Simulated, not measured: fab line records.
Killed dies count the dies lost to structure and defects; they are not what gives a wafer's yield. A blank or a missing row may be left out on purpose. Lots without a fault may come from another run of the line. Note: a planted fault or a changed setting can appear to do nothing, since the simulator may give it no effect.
fab line records	flow n5Finfet
record lots=24	wafers=72	lastDay=18
route steps=1938 shown BEOL_M7@1307 BEOL_M8@1336
lots untouched by any fault: they come from a run of this same line in which no faults occurred
startH: hours from the record's opening day to when the first of the lot's shown wafers began	waitH: hours elapsed since this lot's preceding step	" the same as in the row above	L1.1+2: one row covering several wafers at once	- no value, or no start given	* or withheld: withheld	< > ~ a bound
route shown NAME@n: a module of which the file shows steps, and the number in the route of the first	usual: mean/standard deviation taken from wafers without a fault	same: alike in all rows	chamber/n: place in a boat	sites: readings site by site	_std_site: standard deviation of those values	_edge_site: mean of outer sites minus mean of inner sites	radiusMm: how far each site lies from the wafer's centre	mask NAME#n: copy n	behind: tool/chamber where the wafer was last shaped	hold: what put the lot on hold/how long, in hours/how the hold closed	device: the transistor (n, p or np) that didn't switch	end of line: tests run on the same wafers once the route is complete	a step given without rows: its recipe and nothing more	killed: not the wafer's yield, but the dies lost to structure and defects at the first sort	map: per-die view of a wafer (x killed, . not killed, _ where there is no die)
set.NAME: setting as actually run; set.NAME@STEP: the setting as run at that earlier step	model.NAME: the simulator's own value behind a step, which no gauge read
a sample of lots followed through the steps of the route, with each step as a table and each wafer as a row
services: the hour from which a tool's chamber was out of use, counted from the record's first day as startH (under 0 if before that day), plus the number of hours and why
## steps
# step N5_BEOL_M7_STRIP_36
# recipe chemistry=N2/H2	powerW=450	tempC=40	pressureMtorr=20	rfFrequencyHz=6e+07	overashFraction=0.3	biasPowerW=7	h2Frac=0.5	n2FlowSccm=200	h2FlowSccm=200
# usual drypumpMotorCurrentA=5.6/0.39	oesProductAu=0.80/0.082	rfVppV=59.0/1.5	showerheadPlenumPTorr=2.52/0.089	throttleValvePct=23.6/0.37
lot.wafer	tool	chamber	startH	waitH	drypumpMotorCurrentA	oesProductAu	rfHoursCounterH	rfVppV	showerheadPlenumPTorr	throttleValvePct
L074.2	rieDiel-05	1	192.77	0.0	5.5	0.74	170	58.9	2.41	23.1
L074.3	"	3	"	"	5.4	0.82	82	57.5	2.55	23.7
L074.5	"	3	"	"	5.4	0.82	-	61.1	2.55	23.7
L075.2	rieDiel-03	2	209.41	0.0	6.0	0.70	225	57.3	2.41	23.6
L075.4	"	0	"	"	5.8	0.71	183	61.0	2.64	24.1
L075.6	"	0	"	"	5.8	0.71	-	59.7	2.64	24.1
L077.1	rieDiel-05	0	211.69	0.0	6.1	0.93	36	59.3	2.49	23.4
L077.2	"	2	"	"	5.8	0.73	148	61.0	2.54	24.0
L077.3	"	3	"	"	5.4	0.82	87	59.0	2.55	23.7
L078.1	rieDiel-03	2	215.81	0.0	6.0	0.71	227	58.8	2.40	23.6
L078.2	"	1	"	"	5.0	0.93	15	59.7	2.62	24.0
L078.5	"	1	"	"	4.9	0.93	-	56.8	2.62	24.0
L076.3	rieDiel-05	0	216.03	0.0	6.1	0.92	37	57.1	2.49	23.4
L076.4	"	2	"	"	5.8	0.72	150	60.2	2.54	24.0
L076.6	"	3	"	"	5.4	0.81	-	60.6	2.55	23.7
L079.1	rieDiel-05	3	230.21	0.0	5.5	0.80	92	57.1	2.54	23.7
L079.3	"	0	"	"	6.0	0.91	41	56.3	2.49	23.4
L079.5	"	1	"	"	5.5	0.73	-	57.6	2.41	23.1
L080.4	rieDiel-04	0	230.26	0.0	6.3	0.85	60	57.6	2.48	24.0
L080.5	"	3	"	"	5.4	0.84	-	59.2	2.70	23.2
L080.6	"	2	"	"	5.0	0.74	-	59.6	2.43	23.8
L081.2	rieDiel-03	0	241.40	0.0	5.8	0.69	193	59.8	2.64	24.1
L081.3	"	1	"	"	4.9	0.92	23	57.5	2.62	24.1
L081.4	"	2	"	"	5.9	0.70	235	58.9	2.40	23.6
L082.3	rieDiel-05	1	241.87	0.0	5.5	0.74	183	60.4	2.41	23.1
L082.4	"	2	"	"	5.8	0.73	156	58.6	2.53	24.0
L082.6	"	0	"	"	6.1	0.90	-	62.1	2.49	23.4
L084.2	rieDiel-04	3	250.48	0.0	5.4	0.85	55	58.5	2.70	23.2
L084.3	"	2	"	"	5.0	0.73	196	57.7	2.42	23.8
L084.6	"	3	"	"	5.4	0.85	-	59.3	2.70	23.2
L083.1	rieDiel-05	0	257.72	0.0	6.1	0.89	50	58.9	2.49	23.4
L083.4	"	3	"	"	5.4	0.80	101	58.8	2.54	23.7
L083.5	"	1	"	"	5.5	0.73	-	60.7	2.40	23.1
L085.3	rieDiel-03	2	272.68	0.0	6.0	0.68	246	57.8	2.40	23.6
L085.5	"	2	"	"	6.0	0.68	-	59.5	2.40	23.6
L085.6	"	3	"	"	5.9	0.86	-	59.7	2.55	23.2
L088.1	rieDiel-05	0	286.88	0.0	6.1	0.89	57	56.9	2.48	23.4
L088.5	"	1	"	"	5.5	0.72	-	56.3	2.40	23.1
L088.6	"	2	"	"	5.8	0.73	-	59.1	2.53	24.0
L087.1	rieDiel-05	2	287.28	0.0	5.8	0.72	168	58.1	2.53	24.0
L087.2	"	0	"	"	6.1	0.88	57	59.2	2.48	23.4
L087.5	"	0	"	"	6.1	0.87	-	58.6	2.49	23.4
L086.2	rieDiel-04	1	287.50	0.0	5.1	0.93	11	56.2	2.47	23.1
L086.3	"	0	"	"	6.3	0.82	78	58.7	2.47	24.1
L086.6	"	3	"	"	5.4	0.82	-	59.5	2.69	23.2
L089.1	rieDiel-05	1	291.48	0.0	5.5	0.71	194	61.0	2.40	23.1
L089.2	"	2	"	"	5.8	0.71	170	61.6	2.53	24.0
L089.6	"	0	"	"	6.1	0.87	-	58.3	2.48	23.4
L090.1	rieDiel-04	0	298.51	0.0	6.3	0.81	81	60.7	2.47	24.0
L090.4	"	2	"	"	5.0	0.72	210	57.9	2.42	23.8
L090.5	"	2	"	"	5.0	0.71	-	57.6	2.42	23.8
L092.2	rieDiel-03	0	298.59	0.0	5.8	0.69	212	59.1	2.63	24.1
L092.3	"	1	"	"	4.9	0.87	42	56.1	2.61	24.1
L092.6	"	0	"	"	5.8	0.69	-	60.0	2.63	24.1
L091.1	rieDiel-04	3	304.17	0.0	5.4	0.82	72	61.2	2.69	23.2
L091.4	"	0	"	"	6.3	0.80	83	57.6	2.47	24.0
L091.5	"	2	"	"	5.0	0.70	-	61.0	2.42	23.8
L093.2	rieDiel-05	1	315.97	0.0	5.5	0.71	205	56.7	2.40	23.1
L093.5	"	0	"	"	6.0	0.87	-	57.9	2.48	23.4
L093.6	"	1	"	"	5.5	0.71	-	59.1	2.40	23.1
L095.3	rieDiel-04	2	332.04	0.0	5.0	0.71	218	57.9	2.41	23.8
L095.5	"	1	"	"	5.1	0.89	-	60.9	2.47	23.1
L095.6	"	2	"	"	5.0	0.72	-	59.1	2.41	23.8
L094.2	rieDiel-05	0	332.49	0.0	6.0	0.85	75	57.8	2.48	23.4
L094.3	"	1	"	"	5.5	0.72	210	57.5	2.39	23.1
L094.4	"	2	"	"	5.8	0.70	185	54.7	2.52	24.1
L097.2	rieDiel-05	1	335.90	0.0	5.5	0.72	211	59.0	2.39	23.1
L097.4	"	2	"	"	5.8	0.71	186	60.9	2.52	24.0
L097.5	"	0	"	"	6.0	0.85	-	59.1	2.48	23.4
L096.3	rieDiel-03	2	336.43	0.0	6.0	0.95	8	61.6	2.71	23.3
L096.4	"	0	"	"	5.8	0.68	224	59.7	2.62	24.1
L096.5	"	2	"	"	6.0	0.95	-	59.2	2.71	23.3
# step N5_BEOL_M7_CD_MEAS_35
# recipe targetCdNm=40	polarity=opening
# usual cdNm=40.1/0.6
lot.wafer	tool	chamber	startH	waitH	cdNm
L074.2	cdSem-02	-	193.13	0.0	40.6
L074.3	"	-	"	"	40.7
L074.5	"	-	"	"	40.8
L075.2	cdSem-03	-	209.76	0.0	39.8
L075.4	"	-	"	"	39.7
L075.6	"	-	"	"	39.8
L077.1	cdSem-02	-	212.04	0.0	39.6
L077.2	"	-	"	"	40.5
L077.3	"	-	"	"	40.0
L078.1	cdSem-01	-	216.17	0.0	39.9
L078.2	"	-	"	"	40.5
L078.5	"	-	"	"	40.4
L076.3	cdSem-03	-	216.38	0.0	40.3
L076.4	"	-	"	"	40.0
L076.6	"	-	"	"	39.7
L079.1	cdSem-02	-	230.56	0.0	39.2
L079.3	"	-	"	"	39.8
L079.5	"	-	"	"	39.2
L080.4	cdSem-01	-	230.63	0.0	39.9
L080.5	"	-	"	"	40.6
L080.6	"	-	"	"	40.4
L081.2	cdSem-02	-	241.85	0.0	38.7
L081.3	"	-	"	"	39.7
L081.4	"	-	"	"	40.4
L082.3	cdSem-01	-	242.22	0.0	39.5
L082.4	"	-	"	"	40.3
L082.6	"	-	"	"	39.0
L084.2	cdSem-02	-	250.96	0.0	40.5
L084.3	"	-	"	"	40.0
L084.6	"	-	"	"	40.1
L083.1	cdSem-01	-	258.06	0.0	41.2
L083.4	"	-	"	"	39.5
L083.5	"	-	"	"	41.0
L085.3	cdSem-01	-	273.04	0.0	39.4
L085.5	"	-	"	"	40.1
L085.6	"	-	"	"	40.3
L088.1	cdSem-03	-	287.24	0.0	40.1
L088.5	"	-	"	"	39.5
L088.6	"	-	"	"	40.0
L087.1	cdSem-03	-	287.63	0.0	38.2
L087.2	"	-	"	"	39.8
L087.5	"	-	"	"	38.7
L086.2	cdSem-03	-	287.86	0.0	39.1
L086.3	"	-	"	"	38.4
L086.6	"	-	"	"	39.1
L089.1	cdSem-01	-	291.83	0.0	39.4
L089.2	"	-	"	"	40.0
L089.6	"	-	"	"	39.8
L090.1	cdSem-02	-	298.86	0.0	40.5
L090.4	"	-	"	"	40.3
L090.5	"	-	"	"	40.6
L092.2	cdSem-03	-	298.94	0.0	41.0
L092.3	"	-	"	"	40.3
L092.6	"	-	"	"	40.5
L091.1	cdSem-02	-	304.52	0.0	41.2
L091.4	"	-	"	"	39.8
L091.5	"	-	"	"	39.2
L093.2	cdSem-02	-	316.33	0.0	41.2
L093.5	"	-	"	"	40.9
L093.6	"	-	"	"	41.4
L095.3	cdSem-02	-	332.39	0.0	39.9
L095.5	"	-	"	"	39.8
L095.6	"	-	"	"	39.7
L094.2	cdSem-02	-	332.84	0.0	40.7
L094.3	"	-	"	"	40.5
L094.4	"	-	"	"	39.9
L097.2	cdSem-01	-	336.25	0.0	40.9
L097.4	"	-	"	"	40.4
L097.5	"	-	"	"	40.6
L096.3	cdSem-01	-	336.79	0.0	40.7
L096.4	"	-	"	"	40.3
L096.5	"	-	"	"	40.3
# step N5_BEOL_M7_RS_MEAS_57
# recipe thkMeasGauge=four-point-probe	reads=Cu_of_BEOL_M7_ECD_50+Co_of_BEOL_M7_CVD_78+TaN_of_BEOL_M7_ALD_77
# usual M7_RS=0.287/0.0083
lot.wafer	tool	chamber	startH	waitH	M7_RS[ohm/sq]
L074.2	filmMetro-01	-	196.09	0.1	0.271
L074.3	"	-	"	"	0.280
L074.5	"	-	"	"	0.270
L075.2	filmMetro-01	-	212.93	0.1	0.302
L075.4	"	-	"	"	0.307
L075.6	"	-	"	"	0.304
L077.1	filmMetro-01	-	214.28	0.1	0.285
L077.2	"	-	"	"	0.292
L077.3	"	-	"	"	0.285
L078.1	filmMetro-01	-	218.18	0.1	0.299
L078.2	"	-	"	"	0.274
L078.5	"	-	"	"	0.289
L076.3	filmMetro-01	-	219.94	0.1	0.294
L076.4	"	-	"	"	0.285
L076.6	"	-	"	"	0.281
L079.1	filmMetro-02	-	233.54	0.1	0.280
L079.3	"	-	"	"	0.287
L079.5	"	-	"	"	0.281
L080.4	filmMetro-02	-	233.76	0.0	0.274
L080.5	"	-	"	"	0.279
L080.6	"	-	"	"	0.287
L081.2	filmMetro-02	-	244.21	0.1	0.295
L081.3	"	-	"	"	0.278
L081.4	"	-	"	"	0.290
L082.3	filmMetro-01	-	245.24	0.1	0.292
L082.4	"	-	"	"	0.297
L082.6	"	-	"	"	0.285
L084.2	filmMetro-02	-	254.64	0.1	0.291
L084.3	"	-	"	"	0.285
L084.6	"	-	"	"	0.285
L083.1	filmMetro-01	-	261.57	0.1	0.286
L083.4	"	-	"	"	0.281
L083.5	"	-	"	"	0.288
L085.3	filmMetro-02	-	276.02	0.1	0.298
L085.5	"	-	"	"	0.293
L085.6	"	-	"	"	0.275
L088.1	filmMetro-02	-	289.32	0.1	0.294
L088.5	"	-	"	"	0.288
L088.6	"	-	"	"	0.299
L087.1	filmMetro-01	-	290.15	0.1	0.300
L087.2	"	-	"	"	0.291
L087.5	"	-	"	"	0.289
L086.2	filmMetro-01	-	290.45	0.1	0.279
L086.3	"	-	"	"	0.291
L086.6	"	-	"	"	0.282
L089.1	filmMetro-02	-	294.26	0.1	0.300
L089.2	"	-	"	"	0.294
L089.6	"	-	"	"	0.299
L090.1	filmMetro-01	-	301.11	0.1	0.278
L090.4	"	-	"	"	0.291
L090.5	"	-	"	"	0.291
L092.2	filmMetro-02	-	301.74	0.1	0.292
L092.3	"	-	"	"	0.274
L092.6	"	-	"	"	0.290
L091.1	filmMetro-01	-	308.57	0.1	0.278
L091.4	"	-	"	"	0.275
L091.5	"	-	"	"	0.283
L093.2	filmMetro-01	-	320.53	0.1	0.290
L093.5	"	-	"	"	0.292
L093.6	"	-	"	"	0.294
L095.3	filmMetro-01	-	334.96	0.1	0.290
L095.5	"	-	"	"	0.273
L095.6	"	-	"	"	0.277
L094.2	filmMetro-01	-	336.58	0.1	0.286
L094.3	"	-	"	"	0.283
L094.4	"	-	"	"	0.301
L097.2	filmMetro-02	-	338.76	0.1	0.288
L097.4	"	-	"	"	0.297
L097.5	"	-	"	"	0.289
L096.3	filmMetro-02	-	340.87	0.1	0.298
L096.4	"	-	"	"	0.294
L096.5	"	-	"	"	0.285
# step N5_BEOL_M8_HM_DEP_02
# recipe material=TiN	targetThkA=200	tempC=25	chamberPressurePa=0.49996
# usual throttleValvePct=29.8/0.99
lot.wafer	tool	chamber	startH	waitH	throttleValvePct
L074.2	pvdSputter-03	-	198.73	1.9	30.6
L074.3	"	-	"	"	29.3
L074.5	"	-	"	"	30.5
L075.2	pvdSputter-01	-	215.97	2.0	30.0
L075.4	"	-	"	"	30.8
L075.6	"	-	"	"	32.1
L077.1	pvdSputter-01	-	216.47	1.1	29.9
L077.2	"	-	"	"	29.0
L077.3	"	-	"	"	30.8
L078.1	pvdSputter-01	-	219.34	0.5	29.9
L078.2	"	-	"	"	29.1
L078.5	"	-	"	"	32.4
L076.3	pvdSputter-02	-	221.22	0.6	29.6
L076.4	"	-	"	"	29.3
L076.6	"	-	"	"	29.1
L079.1	pvdSputter-03	-	237.06	2.7	29.2
L079.3	"	-	"	"	30.4
L079.5	"	-	"	"	30.6
L080.4	pvdSputter-03	-	237.16	2.4	30.2
L080.5	"	-	"	"	30.3
L080.6	"	-	"	"	29.2
L081.2	pvdSputter-03	-	245.19	0.3	30.6
L081.3	"	-	"	"	28.9
L081.4	"	-	"	"	30.1
L082.3	pvdSputter-03	-	247.75	1.8	30.5
L082.4	"	-	"	"	30.6
L082.6	"	-	"	"	29.1
L084.2	pvdSputter-02	-	255.82	0.3	29.2
L084.3	"	-	"	"	29.4
L084.6	"	-	"	"	29.1
L083.1	pvdSputter-01	-	266.66	4.2	28.9
L083.4	"	-	"	"	30.7
L083.5	"	-	"	"	32.4
L085.3	pvdSputter-03	-	278.18	1.5	30.7
L085.5	"	-	"	"	30.6
L085.6	"	-	"	"	30.5
L088.1	pvdSputter-03	-	291.95	1.9	29.1
L088.5	"	-	"	"	30.4
L088.6	"	-	"	"	29.2
L087.1	pvdSputter-03	-	292.09	1.2	30.4
L087.2	"	-	"	"	30.4
L087.5	"	-	"	"	29.1
L086.2	pvdSputter-03	-	292.31	0.4	29.4
L086.3	"	-	"	"	30.5
L086.6	"	-	"	"	29.0
L089.1	pvdSputter-02	-	295.50	0.5	28.1
L089.2	"	-	"	"	29.6
L089.6	"	-	"	"	29.5
L090.1	pvdSputter-02	-	301.86	0.0	29.5
L090.4	"	-	"	"	29.0
L090.5	"	-	"	"	29.8
L092.2	pvdSputter-03	-	303.93	1.5	29.0
L092.3	"	-	"	"	30.5
L092.6	"	-	"	"	29.2
L091.1	pvdSputter-03	-	310.42	1.2	30.5
L091.4	"	-	"	"	29.0
L091.5	"	-	"	"	30.6
L093.2	pvdSputter-01	-	321.60	0.4	30.8
L093.5	"	-	"	"	30.9
L093.6	"	-	"	"	31.9
L095.3	pvdSputter-02	-	336.69	0.9	29.4
L095.5	"	-	"	"	28.1
L095.6	"	-	"	"	29.1
L094.2	pvdSputter-02	-	337.71	0.4	29.0
L094.3	"	-	"	"	29.5
L094.4	"	-	"	"	29.5
L097.2	pvdSputter-03	-	339.49	0.0	30.6
L097.4	"	-	"	"	30.4
L097.5	"	-	"	"	29.1
L096.3	pvdSputter-02	-	342.82	1.3	29.4
L096.4	"	-	"	"	29.2
L096.5	"	-	"	"	28.1
# step N5_BEOL_M8_INSPECT_13
# recipe mode=adi	inspectInstrument=brightfield
# usual rawDefectCount=397/110
lot.wafer	tool	chamber	startH	waitH	rawDefectCount
L074.2	defectInspect-01	-	199.20	0.0	404
L074.3	"	-	"	"	314
L074.5	"	-	"	"	399
L075.2	defectInspect-01	-	216.40	0.0	565
L075.4	"	-	"	"	299
L075.6	"	-	"	"	414
L077.1	defectInspect-01	-	217.03	0.0	409
L077.2	"	-	"	"	380
L077.3	"	-	"	"	377
L078.1	defectInspect-02	-	219.77	0.0	234
L078.2	"	-	"	"	248
L078.5	"	-	"	"	320
L076.3	defectInspect-01	-	221.65	0.0	342
L076.4	"	-	"	"	420
L076.6	"	-	"	"	340
L079.1	defectInspect-02	-	237.61	0.0	420
L079.3	"	-	"	"	272
L079.5	"	-	"	"	326
L080.4	defectInspect-02	-	237.79	0.0	252
L080.5	"	-	"	"	241
L080.6	"	-	"	"	341
L081.2	defectInspect-02	-	245.74	0.0	466
L081.3	"	-	"	"	236
L081.4	"	-	"	"	383
L082.3	defectInspect-02	-	248.18	0.0	312
L082.4	"	-	"	"	346
L082.6	"	-	"	"	264
L084.2	defectInspect-02	-	256.37	0.0	257
L084.3	"	-	"	"	264
L084.6	"	-	"	"	306
L083.1	defectInspect-01	-	267.21	0.0	529
L083.4	"	-	"	"	476
L083.5	"	-	"	"	683
L085.3	defectInspect-02	-	278.61	0.0	222
L085.5	"	-	"	"	368
L085.6	"	-	"	"	481
L088.1	defectInspect-02	-	292.50	0.0	412
L088.5	"	-	"	"	299
L088.6	"	-	"	"	352
L087.1	defectInspect-01	-	292.67	0.0	399
L087.2	"	-	"	"	415
L087.5	"	-	"	"	538
L086.2	defectInspect-01	-	292.86	0.0	448
L086.3	"	-	"	"	528
L086.6	"	-	"	"	404
L089.1	defectInspect-01	-	296.05	0.0	481
L089.2	"	-	"	"	413
L089.6	"	-	"	"	444
L090.1	defectInspect-01	-	302.28	0.0	552
L090.4	"	-	"	"	384
L090.5	"	-	"	"	443
L092.2	defectInspect-02	-	304.48	0.0	383
L092.3	"	-	"	"	398
L092.6	"	-	"	"	361
L091.1	defectInspect-01	-	310.84	0.0	489
L091.4	"	-	"	"	640
L091.5	"	-	"	"	456
L093.2	defectInspect-01	-	322.03	0.0	373
L093.5	"	-	"	"	411
L093.6	"	-	"	"	294
L095.3	defectInspect-01	-	337.12	0.0	448
L095.5	"	-	"	"	589
L095.6	"	-	"	"	978
L094.2	defectInspect-01	-	338.26	0.0	394
L094.3	"	-	"	"	282
L094.4	"	-	"	"	319
L097.2	defectInspect-01	-	340.04	0.0	592
L097.4	"	-	"	"	415
L097.5	"	-	"	"	467
L096.3	defectInspect-02	-	343.37	0.0	267
L096.4	"	-	"	"	320
L096.5	"	-	"	"	311
# step N5_BEOL_M8_DESCUM_16
# recipe chemistry=O2	timeS=7.9	sourcePowerW=50	biasPowerW=20	pressureMtorr=20	rfFrequencyHz=2.712e+07	tempC=40	resist=CAR-ArF	o2FlowSccm=225
# usual drypumpMotorCurrentA=5.9/0.35	oesProductAu=0.83/0.074	rfVppV=243.6/1.3	showerheadPlenumPTorr=2.12/0.066	throttleValvePct=20.47/0.22
lot.wafer	tool	chamber	startH	waitH	drypumpMotorCurrentA	oesProductAu	rfHoursCounterH	rfVppV	showerheadPlenumPTorr	throttleValvePct
L074.2	rieDiel-01	2	199.23	0.0	5.9	0.69	238	244.5	2.16	20.67
L074.3	"	0	"	"	6.0	0.85	55	246.7	2.22	20.38
L074.5	"	1	"	"	6.1	0.95	-	242.3	2.07	20.33
L075.2	rieDiel-01	2	217.13	0.7	5.9	0.69	244	244.2	2.16	20.69
L075.4	"	1	"	"	6.0	0.93	8	243.5	2.07	20.32
L075.6	"	3	"	"	5.3	0.87	-	245.8	2.24	20.69
L077.1	rieDiel-02	1	217.59	0.6	5.5	0.72	221	245.1	2.16	20.82
L077.2	"	3	"	"	5.5	0.86	33	244.5	2.16	20.14
L077.3	"	0	"	"	6.0	0.83	74	242.4	2.12	20.23
L078.1	rieDiel-01	0	220.29	0.5	6.0	0.85	62	244.7	2.22	20.38
L078.2	"	1	"	"	6.1	0.94	10	241.8	2.07	20.33
L078.5	"	1	"	"	6.1	0.93	-	243.1	2.07	20.33
L076.3	rieDiel-06	2	222.09	0.4	5.7	0.85	58	242.9	2.03	20.26
L076.4	"	3	"	"	5.4	0.67	222	242.7	2.06	20.76
L076.6	"	3	"	"	5.4	0.67	-	243.4	2.06	20.74
L079.1	rieDiel-06	0	237.92	0.3	6.2	0.87	46	242.5	2.04	20.63
L079.3	"	2	"	"	5.7	0.86	61	242.2	2.03	20.29
L079.5	"	0	"	"	6.2	0.87	-	243.2	2.04	20.62
L080.4	rieDiel-02	0	237.96	0.2	6.0	0.82	79	243.2	2.12	20.24
L080.5	"	3	"	"	5.5	0.83	-	243.1	2.16	20.18
L080.6	"	2	"	"	6.2	0.85	-	243.3	2.12	20.13
L081.2	rieDiel-06	1	246.00	0.3	6.5	0.90	39	243.4	2.15	20.72
L081.3	"	0	"	"	6.2	0.86	49	242.7	2.04	20.63
L081.4	"	3	"	"	5.4	0.67	229	242.6	2.06	20.75
L082.3	rieDiel-01	0	248.27	0.1	6.0	0.84	73	246.2	2.22	20.39
L082.4	"	2	"	"	5.9	0.68	251	243.8	2.16	20.69
L082.6	"	3	"	"	5.3	0.86	-	247.0	2.23	20.69
L084.2	rieDiel-01	0	256.41	0.0	6.1	0.83	77	244.3	2.21	20.41
L084.3	"	1	"	"	6.1	0.90	25	241.2	2.06	20.36
L084.6	"	3	"	"	5.3	0.85	-	245.4	2.23	20.68
L083.1	rieDiel-02	3	267.26	0.0	5.5	0.83	51	243.1	2.15	20.21
L083.4	"	0	"	"	6.0	0.82	90	243.6	2.11	20.26
L083.5	"	2	"	"	6.2	0.84	-	243.5	2.12	20.15
L085.3	rieDiel-01	3	278.80	0.2	5.3	0.84	63	245.2	2.23	20.72
L085.5	"	2	"	"	5.9	1.00	-	244.6	2.16	20.35
L085.6	"	1	"	"	6.1	0.87	-	241.0	2.06	20.37
L088.1	rieDiel-06	3	292.59	0.1	5.4	0.65	246	241.6	2.05	20.79
L088.5	"	2	"	"	5.7	0.83	-	242.2	2.02	20.31
L088.6	"	1	"	"	6.5	0.86	-	245.5	2.14	20.73
L087.1	rieDiel-06	0	292.84	0.2	6.2	0.83	65	241.8	2.04	20.67
L087.2	"	1	"	"	6.5	0.86	55	243.7	2.14	20.74
L087.5	"	3	"	"	5.4	0.65	-	244.0	2.05	20.79
L086.2	rieDiel-06	2	293.10	0.2	5.7	0.83	81	241.4	2.02	20.31
L086.3	"	3	"	"	5.4	0.66	246	242.2	2.05	20.79
L086.6	"	2	"	"	5.7	0.83	-	242.6	2.02	20.32
L089.1	rieDiel-02	2	296.49	0.4	6.2	0.84	85	244.6	2.12	20.16
L089.2	"	1	"	"	5.5	0.70	248	243.6	2.15	20.87
L089.6	"	0	"	"	6.0	0.81	-	243.4	2.11	20.27
L090.1	rieDiel-02	0	302.32	0.0	6.0	0.81	101	244.4	2.11	20.28
L090.4	"	3	"	"	5.5	0.81	-	245.0	2.15	20.21
L090.5	"	2	"	"	6.2	0.83	-	244.4	2.12	20.16
L092.2	rieDiel-01	2	304.52	0.0	5.9	0.95	11	242.7	2.15	20.36
L092.3	"	0	"	"	6.0	0.80	95	246.0	2.21	20.43
L092.6	"	3	"	"	5.4	0.83	-	245.2	2.22	20.72
L091.1	rieDiel-02	3	311.00	0.2	5.5	0.81	66	243.7	2.15	20.22
L091.4	"	2	"	"	6.2	0.83	-	243.2	2.11	20.19
L091.5	"	0	"	"	6.0	0.80	-	242.5	2.11	20.28
L093.2	rieDiel-01	1	322.07	0.0	6.1	0.85	50	242.6	2.06	20.38
L093.5	"	3	"	"	5.3	0.83	-	243.3	2.22	20.71
L093.6	"	0	"	"	6.0	0.80	-	245.3	2.21	20.44
L095.3	rieDiel-06	1	337.15	0.0	6.6	0.84	73	243.3	2.14	20.77
L095.5	"	2	"	"	5.7	0.80	-	242.8	2.02	20.34
L095.6	"	1	"	"	6.5	0.85	-	242.2	2.14	20.78
L094.2	rieDiel-01	1	338.41	0.1	6.1	0.84	56	242.8	2.05	20.39
L094.3	"	2	"	"	5.9	0.93	20	243.6	2.15	20.37
L094.4	"	3	"	"	5.3	0.81	85	244.9	2.22	20.74
L097.2	rieDiel-01	0	340.36	0.3	6.0	0.79	110	243.9	2.20	20.45
L097.4	"	3	"	"	5.3	0.80	86	245.2	2.22	20.73
L097.5	"	1	"	"	6.1	0.84	-	240.6	2.05	20.39
L096.3	rieDiel-02	0	343.47	0.1	6.0	0.79	117	244.1	2.10	20.32
L096.4	"	1	"	"	5.6	0.96	10	244.6	2.15	20.61
L096.5	"	0	"	"	6.0	0.79	-	245.0	2.10	20.31
## services
tool	chamber	startH	hours	kind
rieDiel-02	2	171.75	5.4	repair
rieDiel-01	1	172.90	-	clean
rieDiel-01	1	172.90	-	consumableReplace:focusRing
rieDiel-01	1	172.90	20.6	scheduledDown
rieDiel-01	1	172.90	20.6	ventCycle
rieDiel-01	-	189.34	0.3	repair
rieDiel-04	-	199.56	1.0	repair
rieDiel-01	2	218.92	9.9	repair
rieDiel-02	0	219.88	3.8	repair
rieDiel-05	-	243.98	0.4	repair
rieDiel-05	1	248.26	8.4	repair
rieDiel-01	2	254.45	7.3	repair
rieDiel-01	2	261.77	-	clean
rieDiel-01	2	261.77	-	consumableReplace:focusRing
rieDiel-01	2	261.77	11.2	scheduledDown
rieDiel-01	2	261.77	11.2	ventCycle
rieDiel-05	-	265.91	4.3	pm
rieDiel-05	-	283.06	1.3	repair
rieDiel-02	1	302.20	-	clean
rieDiel-02	1	302.20	-	consumableReplace:focusRing
rieDiel-02	1	302.20	17.0	scheduledDown
rieDiel-02	1	302.20	17.0	ventCycle
rieDiel-04	2	310.40	11.5	repair
rieDiel-01	2	315.73	7.1	repair
## key
fault none
